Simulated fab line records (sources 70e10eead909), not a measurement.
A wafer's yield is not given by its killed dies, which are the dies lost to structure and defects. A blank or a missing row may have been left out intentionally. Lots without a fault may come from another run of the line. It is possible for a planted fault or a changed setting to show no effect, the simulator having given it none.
Matching of chambers :: flow nand harc :: NHARC_A_CONTACT_ALD_18 on ald metal-02: 4 sister chambers
The step deposits TiN, target thk 3 nm, pulse time 1 s, ald cycles 150. 8 wafers are shown with their chamber, then 10 later ones without.

## WAFERS WITH THEIR CHAMBER
wafer: L081.2
chamber: 3
heater power w (W): 964
precursor pulse height rel: 1.004

wafer: L081.1
chamber: 1
heater power w (W): 947
precursor pulse height rel: 1.008

wafer: L081.6
chamber: 0
heater power w (W): 1055
precursor pulse height rel: 0.983

wafer: L082.1
chamber: 0
heater power w (W): 1024
precursor pulse height rel: 0.994

wafer: L082.3
chamber: 2
heater power w (W): 1115
precursor pulse height rel: 0.992

wafer: L082.5
chamber: 3
heater power w (W): 984
precursor pulse height rel: 0.994

wafer: L085.3
chamber: 1
heater power w (W): 987
precursor pulse height rel: 1.013

wafer: L085.5
chamber: 2
heater power w (W): 1173
precursor pulse height rel: 0.981

## WAFERS WITHOUT THEIR CHAMBER
wafer: L085.6
heater power w (W): 1011
precursor pulse height rel: 1.013

wafer: L088.1
heater power w (W): 975
precursor pulse height rel: 1.019

wafer: L088.3
heater power w (W): 1048
precursor pulse height rel: 1.019

wafer: L088.6
heater power w (W): 1040
precursor pulse height rel: 1.020

wafer: L091.2
heater power w (W): 993
precursor pulse height rel: 1.024

wafer: L091.5
heater power w (W): 998
precursor pulse height rel: 1.006

wafer: L091.6
heater power w (W): 1183
precursor pulse height rel: 1.004

wafer: L096.1
heater power w (W): 1163
precursor pulse height rel: 1.035

wafer: L096.2
heater power w (W): 1061
precursor pulse height rel: 0.965

wafer: L096.5
heater power w (W): 1033
precursor pulse height rel: 0.998

## WHICH CHAMBER EACH ONE RAN IN
wafer: L085.6
from the rows above: can't be placed: 1 or 3
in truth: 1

wafer: L088.1
from the rows above: can't be placed: 1 or 3
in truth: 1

wafer: L088.3
from the rows above: can't be placed: 1 or 3 or 0
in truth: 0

wafer: L088.6
from the rows above: can't be placed: 1 or 3 or 0
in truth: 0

wafer: L091.2
from the rows above: can't be placed: 1 or 3
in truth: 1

wafer: L091.5
from the rows above: can't be placed: 1 or 3 or 0
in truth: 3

wafer: L091.6
from the rows above: 2
in truth: 2

wafer: L096.1
from the rows above: can't be placed: 2 or 1 or 0 or 3
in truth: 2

wafer: L096.2
from the rows above: can't be placed: 0 or 2
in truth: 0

wafer: L096.5
from the rows above: can't be placed: 0 or 3 or 1
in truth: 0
1 of 10 placed correctly. From these rows, 9 cannot be placed; in 9 the true chamber is one of the candidates. 0 placed wrongly.
How it was worked out, from the rows above alone: a wafer's distance from a chamber is the root of the sum, over the readings, of the square of ((its reading less the chamber's mean) divided by the reading's scatter). If the next closest chamber is less than 2 further off than the closest, the wafer can't be placed; otherwise it belongs to the closest. For every chamber, the mean is computed from those of its wafers that are shown. The scatter: take each reading less its chamber's mean, square it, sum over the shown wafers, divide by the number of wafers less the number of chambers, and take the root.
